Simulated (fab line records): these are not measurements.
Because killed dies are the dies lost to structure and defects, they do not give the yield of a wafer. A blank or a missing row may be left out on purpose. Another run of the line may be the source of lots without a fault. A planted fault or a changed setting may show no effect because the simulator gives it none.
A struck lot beside a sound one    flow n5-finfet    15 out of 1938 route steps
Sound: these wafers, L611.3, L611.4, L611.6. Struck: wafer L605.2. (L605.1 of the same lot was not struck and is left out.) The cause comes at the end.
Each step with rows lists, per side, the tool, then ch with its chambers, then its first start. Under that, the readings that differ: sound wafers    struck wafers    difference of the means    sigmas: that difference in standard deviations of wafers without a fault.
alike: words and numbers the same on both sides, and readings whose means are apart by under 2 such deviations; not compared: readings that were withheld, readings missing a value for some wafer, numbers with overlapping values and no deviation given by the record, and bounds like >300 which may hide the same value.
Wherever a step has rows on one side only, a row that says differs or no value, or a row with sigmas, the two part there. Numbers that don't overlap but have no deviation are shown without sigmas and don't part them. A reading missing from all wafers of one side parts the sides only when that side holds two or more wafers.

first, 5 steps without rows for these wafers: N5_BEOL_M11_EBR_24; N5_BEOL_M11_SOFTBAKE_23 (time 60 s); N5_BEOL_M11_EXPOSE_25 (exposes mask V10); N5_BEOL_M11_PEB_26 (peb time 60 s); N5_BEOL_M11_DEVELOP_27 (develop time 30 s).
N5_BEOL_M11_CD_MEAS_28: the cd target is 70 nm.
  sound on cd-sem-02 ch 0, day 14 17:32; struck on cd-sem-03 ch 0, day 13 13:28
  alike: cd-nm
N5_BEOL_M11_OVL_MEAS_29:
  sound on overlay-02 ch 0, day 14 17:34; struck on overlay-02 ch 0, day 13 13:29
  alike: V10_OVL
N5_BEOL_M11_INSPECT_30: inspects for defects (brightfield).
  sound on defect-inspect-02, day 14 17:35; struck on defect-inspect-02, day 13 13:31
  alike: raw-defect-count
N5_BEOL_M11_DESCUM_33: chemistry O2, time 7.9 s.
  sound on rie-diel-04 ch 0,1,3, day 14 17:46; struck on rie-diel-05 ch 3, day 13 13:33
  alike: drypump-motor-current-A, oes-product-au, rf-vpp-V, showerhead-plenum-p-Torr, throttle-valve-pct
  not compared: rf-hours-counter-h
N5_BEOL_M11_ETCH_65: etches SiARC in CF4, target depth 39 nm, time 65 s.
  sound on rie-diel-04 ch 0,1,3, day 14 17:49; struck on rie-diel-05 ch 3, day 13 13:35
reading                sound           struck  difference  sigmas
etch-rf-on-time-s (s)  63.4 63.2 64.6  67.4    +3.7        +2
  alike: drypump-motor-current-A, oes-product-au, rf-vpp-V, showerhead-plenum-p-Torr, throttle-valve-pct
  not compared: rf-hours-counter-h
N5_BEOL_M11_ETCH_66: etches SOC in N2/H2, target depth 120 nm, overetch 24 nm, time 180 s.
  sound on rie-diel-04 ch 0,1,3, day 14 17:52; struck on rie-diel-05 ch 3, day 13 13:38
  alike: drypump-motor-current-A, oes-product-au, rf-vpp-V, run-length-s, showerhead-plenum-p-Torr, throttle-valve-pct
  not compared: rf-hours-counter-h
then, 1 step without rows for these wafers: N5_BEOL_M11_STRIP_69 (strips in N2/H2).
N5_BEOL_M11_VIA_ETCH_34: etches SiCOH lowk in C4F6/O2, target depth 184.5 nm, time 69.2 s.
  sound on rie-diel-04 ch 0,1,3, day 14 17:59; struck on rie-diel-05 ch 3, day 13 13:45
reading                                    sound              struck  difference  sigmas
run-length-s (s)                           92.5 92.4 92.4     103.5   +11.1       +25
throttle-valve-pct (%)                     21.00 20.96 20.73  21.48   +0.58       +2
model.etch.depth-nm (nm)                   188.8 185.3 187.4  205.9   +18.7       
model.SOC_of_BEOL_M11_COAT_63.thk-nm (nm)  91 91.2 91.2       91.6    +0.5        
  alike: drypump-motor-current-A, oes-product-au, rf-vpp-V, showerhead-plenum-p-Torr
  not compared: rf-hours-counter-h
then, 1 step without rows for these wafers: N5_BEOL_M11_STRIP_73 (strips in C4F6/O2).
N5_PASSIVATION_PROBE_49:
  sound on prober-01, day 16 07:38; struck on prober-02, day 15 09:47
  alike: defect-limited-yield, killed_at_M0_to_M3, killed_at_M4_up, killed-at-contacts, killed-at-front-end, killed-at-other, killed-dies, killed-on-rim, killed-open, killed-short, sort_bin_5_function, sort_bin_6_memory, sort-n-pass, sort-yield-pct

WHERE THEY PART
Earliest at N5_BEOL_M11_ETCH_65; latest, in this record, at N5_BEOL_M11_VIA_ETCH_34. Later steps at which nothing parts them and some readings are alike: N5_PASSIVATION_PROBE_49.

WHY: whatever the simulator had introduced
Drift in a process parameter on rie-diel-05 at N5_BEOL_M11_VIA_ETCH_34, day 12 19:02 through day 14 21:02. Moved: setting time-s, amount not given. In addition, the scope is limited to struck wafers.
